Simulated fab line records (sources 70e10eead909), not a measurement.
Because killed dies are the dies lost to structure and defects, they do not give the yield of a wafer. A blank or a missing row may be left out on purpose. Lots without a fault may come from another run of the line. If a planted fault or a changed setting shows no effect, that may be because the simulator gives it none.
fab line records	flow nand-harc
[record] lots = 7	wafers = 21	last-day = 32
route steps=1302 shown P_M1@297
lots untouched by any fault: they come from a run of this same line in which no faults occurred
start-h: hours from the record's first day to the start of the lot's first wafer shown	wait-h: hours elapsed since this lot's preceding step	" the same as in the row above	L1.1+2: several wafers, shown together as one row	- no value present, or no start provided	* or withheld: withheld	< > ~ a bound
route shown NAME@n: NAME is a module with steps in the file, n the number in the route of the first one	usual: mean and standard deviation over wafers with no fault	same: alike in all rows	chamber/n: place in a boat	sites: each site's reading	_std_site: the standard deviation of these	_edge_site: mean of outer sites minus mean of inner sites	radius-mm: how far each site lies from the wafer's centre	mask NAME#n: copy n	behind: tool/chamber where the wafer was last shaped	hold: why the lot went on hold/how many hours it stayed there/how the hold came to an end	device: which transistor (n, p or np) failed to switch	end of line: tests of these same wafers at the route's end	a step given without rows: its recipe and nothing more	killed: dies that structure and defects cost at the first sort, which is not the same as the wafer's yield	map: a wafer's dies, marking killed ones x, the rest . and places with no die _
set.NAME: setting as actually run; set.NAME@STEP: the setting as run at that earlier step	model.NAME: the simulator's own value behind a step, which no gauge read
certain route steps with their lots: each step a table, each wafer a row
services: a tool's chamber out of use, with start hour (start-h, from the record's first day; less than 0 if before it), hours out, and reason
[[steps]]
[step NHARC_P_M1_INSPECT_11]
[usual] raw-defect-count = 5/3.1
lot.wafer	tool	chamber	start-h	wait-h	raw-defect-count
L899.2	defect-inspect-01	-	165.89	0.0	7
L899.3	"	-	"	"	2
L899.6	"	-	"	"	4
L904.1	defect-inspect-02	-	205.23	0.0	14
L904.2	"	-	"	"	11
L904.3	"	-	"	"	13
L908.2	defect-inspect-02	-	255.24	0.0	1
L908.4	"	-	"	"	4
L908.5	"	-	"	"	4
L909.2	defect-inspect-02	-	271.23	0.0	10
L909.4	"	-	"	"	8
L909.6	"	-	"	"	9
L910.2	defect-inspect-01	-	272.04	0.0	6
L910.5	"	-	"	"	3
L910.6	"	-	"	"	4
L911.1	defect-inspect-02	-	282.94	0.0	5
L911.5	"	-	"	"	5
L911.6	"	-	"	"	4
L917.1	defect-inspect-01	-	336.72	0.0	0
L917.2	"	-	"	"	4
L917.3	"	-	"	"	2
[step NHARC_P_M1_DESCUM_14]
[recipe] time-s = 3	o2-flow-sccm = 200	ar-flow-sccm = 0	bias-power-w = 0	chemistry = O2
[step NHARC_P_M1_ETCH_35]
[recipe] target-depth-a = 400	overetch-a = 120	time-s = 43.94	ion-energy-ev = 200	n2-flow-sccm = 150	h2-flow-sccm = 150	ar-flow-sccm = 0	rf-w = 400	bias-w = 150	chemistry = N2/H2
[step NHARC_P_M1_ETCH_15]
[recipe] target-depth-a = 1825	time-s = 91.2	c4f8-flow-sccm = withheld	ar-flow-sccm = 400	rf-w = 600	bias-w = 300	chemistry = C4F8/Ar
[usual] oes-product-au = 0.957/0.021	rf-vpp-V = 441.8/2.7
lot.wafer	tool	chamber	start-h	wait-h	oes-product-au	rf-hours-counter-h	rf-vpp-V
L899.3	rie-diel-03	3	-	-	0.951	4	441.8
L899.2	"	0	"	"	0.945	4	444.5
L899.6	"	1	"	"	0.984	-	438.9
L904.3	rie-diel-03	0	-	-	0.965	7	444.7
L904.2	"	1	"	"	0.973	8	437.5
L904.1	"	3	"	"	0.963	8	442.0
L908.2	rie-diel-03	2	-	-	0.966	11	445.3
L908.4	"	3	"	"	0.977	10	442.3
L908.5	"	1	"	"	0.974	-	439.5
L909.2	rie-diel-03	2	-	-	0.955	11	444.9
L909.6	"	2	"	"	0.950	-	445.0
L909.4	"	0	"	"	0.952	-	443.5
L910.2	rie-diel-03	2	-	-	0.930	11	443.6
L910.6	"	0	"	"	0.935	-	444.2
L910.5	"	1	"	"	0.941	-	440.1
L911.1	rie-diel-06	2	-	-	0.951	12	438.1
L911.6	"	0	"	"	0.984	-	441.7
L911.5	"	1	"	"	0.972	-	443.4
L917.3	rie-diel-06	2	-	-	0.969	1	438.3
L917.2	"	3	"	"	0.960	2	439.0
L917.1	"	0	"	"	0.955	1	441.9
[step NHARC_P_M1_CD_MEAS_16]
[usual] cd-nm = 129.9/1.2
lot.wafer	tool	chamber	start-h	wait-h	cd-nm
L899.2	cd-sem-03	-	166.25	-	127.4
L899.3	"	-	"	"	129.8
L899.6	"	-	"	"	130.8
L904.1	cd-sem-01	-	205.59	-	130.0
L904.2	"	-	"	"	129.6
L904.3	"	-	"	"	128.7
L908.2	cd-sem-03	-	255.61	-	129.0
L908.4	"	-	"	"	129.6
L908.5	"	-	"	"	130.6
L909.2	cd-sem-01	-	271.64	-	130.8
L909.4	"	-	"	"	129.1
L909.6	"	-	"	"	132.1
L910.2	cd-sem-01	-	272.45	-	129.5
L910.5	"	-	"	"	129.8
L910.6	"	-	"	"	128.0
L911.1	cd-sem-03	-	283.30	-	131.7
L911.5	"	-	"	"	131.5
L911.6	"	-	"	"	131.0
L917.1	cd-sem-03	-	337.09	-	132.2
L917.2	"	-	"	"	130.4
L917.3	"	-	"	"	131.1
[step NHARC_P_M1_STRIP_18]
[recipe] power-w = 1000	n2-flow-sccm = 150	h2-flow-sccm = 150	ar-flow-sccm = 0	bias-w = 0	chemistry = N2/H2
[usual] drypump-motor-current-A = 5.7/0.48	mfc-ar-sccm = 0.007/0.01	n2-flow-sccm = 150.0/0.46	oes-product-au = 0.999/0.012	rf-vpp-V = 90.9/0.88	showerhead-plenum-p-Torr = 2.07/0.078	throttle-valve-pct = 14.171/0.0091
lot.wafer	tool	chamber	start-h	wait-h	drypump-motor-current-A	mfc-ar-sccm	n2-flow-sccm	oes-product-au	rf-hours-counter-h	rf-vpp-V	showerhead-plenum-p-Torr	throttle-valve-pct
L899.3	rie-diel-03	1	166.38	0.1	5.0	0.002	149.4	1.018	4	90.1	1.99	14.185
L899.2	"	2	"	"	5.2	0.001	149.2	0.998	4	91.5	2.17	14.170
L899.6	"	3	"	"	5.4	0	150.2	0.991	-	91.5	2.12	14.171
L904.1	rie-diel-06	3	205.69	0.1	5.9	0	150.0	0.988	3	90.6	2.01	14.173
L904.3	"	0	"	"	5.9	0.027	150.1	0.986	6	90.8	2.08	14.158
L904.2	"	1	"	"	5.7	0	150.3	1.009	6	91.5	2.14	14.168
L908.4	rie-diel-06	3	255.68	0.1	5.9	0	150.2	0.995	7	90.2	2.01	14.159
L908.2	"	2	"	"	6.7	0	149.8	0.993	10	89.6	1.94	14.168
L908.5	"	3	"	"	5.9	0	149.8	0.996	-	90.8	2.01	14.174
L909.2	rie-diel-03	2	271.75	0.1	5.2	0.001	149.9	1.007	11	91.8	2.17	14.168
L909.6	"	2	"	"	5.2	0.001	150.4	1.022	-	91.0	2.17	14.180
L909.4	"	0	"	"	5.9	0.019	149.9	1.005	-	91.2	2.13	14.152
L910.2	rie-diel-06	1	272.52	0.1	5.7	0	149.8	1.004	12	91.9	2.14	14.181
L910.6	"	1	"	"	5.7	0	150.1	0.992	-	92.2	2.14	14.168
L910.5	"	2	"	"	6.7	0	150.0	0.979	-	91.2	1.94	14.173
L911.1	rie-diel-06	2	283.40	0.1	6.7	0	150.7	0.999	12	89.7	1.94	14.184
L911.6	"	1	"	"	5.7	0	150.4	0.994	-	91.4	2.14	14.180
L911.5	"	2	"	"	6.7	0	149.5	0.995	-	90.7	1.94	14.175
L917.3	rie-diel-03	2	337.17	0.1	5.1	0.001	150.4	1.001	3	91.0	2.17	14.166
L917.1	"	3	"	"	5.4	0	150.1	0.992	2	91.2	2.12	14.185
L917.2	"	0	"	"	6.0	0.019	150.3	1.022	3	91.7	2.13	14.166
[step NHARC_P_M1_ETCH_28]
[recipe] target-depth-a = 300	over-etch-frac = 0.3	time-s = 72.99	ion-energy-ev = 150	cf4-flow-sccm = 50	n2-flow-sccm = 100	ar-flow-sccm = 150	rf-w = 300	bias-w = 100	chemistry = CF4/N2
[usual] drypump-motor-current-A = 5.7/0.49	mfc-ar-sccm = 150.1/0.49	n2-flow-sccm = 100.0/0.34	oes-product-au = 0.998/0.012	rf-vpp-V = 315.0/1.8	showerhead-plenum-p-Torr = 2.67/0.094	throttle-valve-pct = 19.795/0.0088
lot.wafer	tool	chamber	start-h	wait-h	drypump-motor-current-A	mfc-ar-sccm	n2-flow-sccm	oes-product-au	rf-hours-counter-h	rf-vpp-V	showerhead-plenum-p-Torr	throttle-valve-pct
L899.2	rie-diel-03	0	-	-	6.0	149.7	100.1	0.996	4	315.2	2.74	19.795
L899.3	"	1	"	"	5.0	149.5	100.6	1.020	4	313.9	2.57	19.792
L899.6	"	3	"	"	5.4	150.4	100.5	0.993	-	316.2	2.72	19.777
L904.1	rie-diel-06	2	-	-	6.7	150.7	99.8	0.992	5	313.0	2.51	19.790
L904.2	"	3	"	"	5.9	150.0	100.6	0.990	3	313.8	2.60	19.786
L904.3	"	1	"	"	5.7	150.8	100.4	1.018	6	315.8	2.74	19.808
L908.2	rie-diel-06	0	-	-	5.9	149.7	99.8	1.007	11	315.2	2.67	19.788
L908.4	"	1	"	"	5.7	150.3	99.9	1.007	11	316.7	2.74	19.788
L908.5	"	3	"	"	5.9	150.4	100.5	1.005	-	312.4	2.59	19.822
L909.2	rie-diel-03	2	-	-	5.2	149.8	99.2	0.999	11	316.1	2.78	19.796
L909.6	"	2	"	"	5.2	149.3	99.8	0.997	-	316.6	2.78	19.793
L909.4	"	1	"	"	5.0	150.4	100.0	1.011	-	313.2	2.56	19.789
L910.2	rie-diel-06	1	-	-	5.7	149.4	99.7	1.001	12	315.6	2.74	19.797
L910.6	"	2	"	"	6.7	150.1	99.8	0.980	-	311.9	2.51	19.782
L910.5	"	3	"	"	5.9	151.4	99.9	1.000	-	314.4	2.60	19.812
L911.1	rie-diel-06	1	-	-	5.7	149.7	100.3	0.989	13	315.6	2.74	19.802
L911.5	"	0	"	"	5.9	150.4	100.3	0.996	-	316.0	2.67	19.788
L911.6	"	1	"	"	5.7	149.8	99.7	0.990	-	315.3	2.74	19.791
L917.2	rie-diel-03	2	-	-	5.2	150.1	100.3	1.003	3	317.6	2.78	19.794
L917.3	"	3	"	"	5.4	150.5	100.2	0.982	3	314.4	2.72	19.792
L917.1	"	1	"	"	5.0	150.4	100.1	0.987	3	314.2	2.56	19.792
[step NHARC_P_M1_STRIP_19]
[recipe] time-s = 600	temp-c = 30	chemistry = post-etch-residue-remover
[step NHARC_P_M1_DEGAS_29]
[recipe] temp-c = 250	time-s = 60
[step NHARC_P_M1_PRE_CLEAN_30]
[recipe] time-s = 30	temp-c = 280	gas = H2/He
[usual] heater-power-w = 424/39	susceptor-temp-C = 280.01/0.16
lot.wafer	tool	chamber	start-h	wait-h	heater-power-w	susceptor-temp-C
L899.3	pvd-sputter-02	-	-	-	471	280.16
L899.2	"	-	"	"	409	280.12
L899.6	"	-	"	"	483	280.14
L904.3	pvd-sputter-01	-	-	-	419	280.22
L904.2	"	-	"	"	458	279.96
L904.1	"	-	"	"	453	280.08
L908.4	pvd-sputter-01	-	-	-	418	-
L908.2	"	-	"	"	361	-
L908.5	"	-	"	"	428	-
L909.2	pvd-sputter-03	-	-	-	457	280.08
L909.4	"	-	"	"	460	280.10
L909.6	"	-	"	"	465	280.10
L910.2	pvd-sputter-02	-	-	-	413	280.04
L910.5	"	-	"	"	391	279.79
L910.6	"	-	"	"	418	279.94
L911.1	pvd-sputter-01	-	-	-	422	280.39
L911.6	"	-	"	"	423	280.24
L911.5	"	-	"	"	464	279.92
L917.1	pvd-sputter-01	-	-	-	345	279.71
L917.3	"	-	"	"	426	280.04
L917.2	"	-	"	"	463	280.13
[step NHARC_P_M1_PVD_20]
[recipe] target-thk-a = 50	bias-v = 168.6	power-w = 15000	chamber-pressure-pa = 0.12	time-s = 8.06	substrate-temp-c = 50	material = TaN
[usual] bias-v = 168.7/1.6	chamber-pressure-pa = 0.11998/0.00025	throttle-valve-pct = 30.3/0.91
lot.wafer	tool	chamber	start-h	wait-h	bias-v	chamber-pressure-pa	throttle-valve-pct
L899.2	pvd-sputter-02	-	-	-	170.2	0.11951	28.2
L899.3	"	-	"	"	166.5	0.12034	30.4
L899.6	"	-	"	"	169.0	0.12044	28.9
L904.2	pvd-sputter-01	-	-	-	167.8	0.12014	29.4
L904.1	"	-	"	"	168.4	0.12016	31.1
L904.3	"	-	"	"	168.4	0.12014	30.7
L908.2	pvd-sputter-01	-	-	-	168.0	0.11986	30.8
L908.4	"	-	"	"	168.1	0.12022	31.4
L908.5	"	-	"	"	168.0	0.12005	30.8
L909.2	pvd-sputter-03	-	-	-	171.4	0.12007	29.6
L909.4	"	-	"	"	170.2	0.12017	30.1
L909.6	"	-	"	"	167.3	0.12019	31.1
L910.2	pvd-sputter-02	-	-	-	168.0	0.11971	30.2
L910.5	"	-	"	"	170.5	0.12007	29.2
L910.6	"	-	"	"	168.5	0.12034	28.4
L911.1	pvd-sputter-01	-	-	-	169.6	0.11971	31.6
L911.6	"	-	"	"	168.5	0.12003	30.8
L911.5	"	-	"	"	168.4	0.11979	31.3
L917.3	pvd-sputter-01	-	-	-	169.1	0.1197	31.2
L917.2	"	-	"	"	166.6	0.11982	31.0
L917.1	"	-	"	"	169.0	0.12003	30.0
[step NHARC_P_M1_PVD_21]
[recipe] target-thk-a = 300	chamber-pressure-pa = 5	power-w = 5000	substrate-temp-c = 30	time-s = 20.49	material = Cu
[step NHARC_P_M1_ECD_22]
[recipe] target-thk-a = 4000	bath-temp-c = 25	material = Cu
[usual] bath-heat-duty-pct = 5.7/0.92	bath-temp-c = 25.01/0.11
lot.wafer	tool	chamber	start-h	wait-h	bath-heat-duty-pct	bath-temp-c
L899.2	ecd-cu-02	1	167.35	-	6.3	24.97
L899.3	"	0	"	"	4.5	24.83
L899.6	"	0	"	"	5.3	25.07
L904.2	ecd-cu-01	1	206.70	-	4.7	25.14
L904.1	"	0	"	"	4.9	24.97
L904.3	"	0	"	"	5.6	24.91
L908.2	ecd-cu-02	0	256.72	-	-	-
L908.4	"	0	"	"	-	-
L908.5	"	1	"	"	-	-
L909.2	ecd-cu-02	0	272.77	-	-	-
L909.4	"	1	"	"	-	-
L909.6	"	1	"	"	-	-
L910.2	ecd-cu-02	0	273.52	-	-	-
L910.6	"	0	"	"	-	-
L910.5	"	1	"	"	-	-
L911.1	ecd-cu-01	0	284.38	-	5.3	25.11
L911.5	"	0	"	"	4.5	25.02
L911.6	"	1	"	"	5.2	24.94
L917.2	ecd-cu-02	1	338.16	-	6.6	25.12
L917.1	"	0	"	"	4.8	25.12
L917.3	"	1	"	"	6.9	25.06
[step NHARC_P_M1_ANNEAL_31]
[recipe] temp-c = 225	time-s = 90
[step NHARC_P_M1_CMP_23]
[recipe] t-overpolish-s = 20	target-thk-nm = 157.82
[usual] edge-zone-pressure-frac = 1.000/0.0048	motor-current-A = 11.4/1	pad-life-wafers = 188/110	time-to-endpoint-s = 27/3.6
lot.wafer	tool	chamber	start-h	wait-h	edge-zone-pressure-frac	motor-current-A	pad-life-wafers	time-to-endpoint-s
L899.2	cmp-04	0	168.10	-	0.998	9.3	169	26
L899.3	"	2	"	"	1.002	10.7	171	28
L899.6	"	0	"	"	0.999	9.1	-	27
L904.1	cmp-04	2	207.43	-	1.005	10.8	336	32
L904.3	"	0	"	"	1.005	9.6	338	29
L904.2	"	1	"	"	1.000	12.8	339	33
L908.4	cmp-03	3	257.40	-	0.993	10.8	378	0
L908.2	"	2	"	"	1.001	11.7	381	2
L908.5	"	3	"	"	0.994	11.0	-	1
L909.2	cmp-03	2	273.50	-	1.008	10.5	30	6
L909.4	"	1	"	"	1.010	11.5	33	2
L909.6	"	2	"	"	1.001	11.3	-	6
L910.2	cmp-04	2	274.24	-	1.011	10.6	204	0
L910.5	"	2	"	"	1.004	11.3	-	2
L910.6	"	3	"	"	1.004	11.6	-	0
L911.1	cmp-02	0	285.17	-	1.005	13.0	109	21
L911.5	"	3	"	"	1.000	11.4	-	30
L911.6	"	0	"	"	1.001	12.9	-	22
L917.3	cmp-04	0	338.89	-	1.009	8.9	138	27
L917.2	"	1	"	"	0.996	12.2	139	29
L917.1	"	2	"	"	1.003	11.5	140	27
[step NHARC_P_M1_THK_MEAS_24]
[recipe] thk-meas-gauge = xrf
[usual] thk-nm = 157.2/1.8
lot.wafer	tool	chamber	start-h	wait-h	thk-nm
L899.2	film-metro-02	-	168.38	-	156.8
L899.3	"	-	"	"	158.5
L899.6	"	-	"	"	159.1
L904.1	film-metro-01	-	207.74	-	158.3
L904.2	"	-	"	"	156.5
L904.3	"	-	"	"	158.1
L908.2	film-metro-01	-	257.71	-	28.5
L908.4	"	-	"	"	30.8
L908.5	"	-	"	"	29.5
L909.2	film-metro-01	-	273.81	-	29.3
L909.4	"	-	"	"	28.8
L909.6	"	-	"	"	30.2
L910.2	film-metro-01	-	274.55	-	30.1
L910.5	"	-	"	"	28.1
L910.6	"	-	"	"	30.4
L911.1	film-metro-02	-	285.46	-	153.5
L911.5	"	-	"	"	156.4
L911.6	"	-	"	"	154.8
L917.1	film-metro-02	-	339.21	-	156.8
L917.2	"	-	"	"	159.6
L917.3	"	-	"	"	158.8
[step NHARC_P_M1_SRD_25]
[[services]]
tool	chamber	start-h	hours	kind
rie-diel-06	2	150.80	9.8	repair
rie-diel-06	3	158.73	35.5	repair
pvd-sputter-01	-	168.59	2.0	repair
cmp-04	-	173.77	1.5	repair
rie-diel-06	2	177.92	1.8	repair
rie-diel-03	3	191.86	1.6	repair
rie-diel-03	1	194.16	2.6	repair
cmp-04	-	194.49	2.8	repair
cmp-04	-	209.02	4.0	pm
pvd-sputter-01	-	226.00	10.0	pm
pvd-sputter-02	-	228.26	4.6	repair
ecd-cu-02	-	234.13	4.4	repair
rie-diel-03	-	243.59	0.1	repair
ecd-cu-02	-	244.61	8.0	pm
cmp-04	-	248.19	1.1	repair
rie-diel-03	-	254.66	0.1	repair
cmp-04	-	259.39	0.9	repair
rie-diel-03	3	266.46	11.2	repair
rie-diel-03	-	281.30	9.0	pm
pvd-sputter-02	-	282.00	10.0	pm
rie-diel-06	3	291.71	6.7	repair
rie-diel-03	3	304.22	4.9	repair
rie-diel-03	-	306.85	1.1	repair
rie-diel-06	-	307.21	9.0	pm
[[key]]
[first-sign] step = NHARC_P_M1_ECD_22	reading = tool-record	direction = missing
[effect] step = NHARC_P_M1_CMP_23	reading = time-to-endpoint-s	direction = down	sigmas = 6.8	usual = *	struck = *
[effect] step = NHARC_P_M1_THK_MEAS_24	reading = thk-nm	direction = down	sigmas = 69	usual = 157.2	struck = 29.5
met-at NHARC_P_M1_ECD_22
struck-wafers L908.2,L908.4,L908.5,L909.2,L909.4,L909.6,L910.2,L910.5,L910.6
later-rows-left-out L908.2,L908.4,L908.5,L909.2,L909.4,L909.6,L910.2,L910.5,L910.6
sort-left-out L908.2,L908.4,L908.5,L909.2,L909.4,L909.6,L910.2,L910.5,L910.6
onset-between 167.35 256.72
[fault] kind = skipped-step-whole	tool = ecd-cu-02	chamber = -	onset-h = 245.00	steps = NHARC_P_M1_ECD_22	scope = struck-lots-only
// sort-left-out: the simulated sort isn't trusted on such a fault, so these wafers' sort isn't shown, and their yield isn't known
// later-rows-left-out: the simulator's readings of these wafers behind a module that went badly wrong aren't trusted and aren't shown, but for the sort
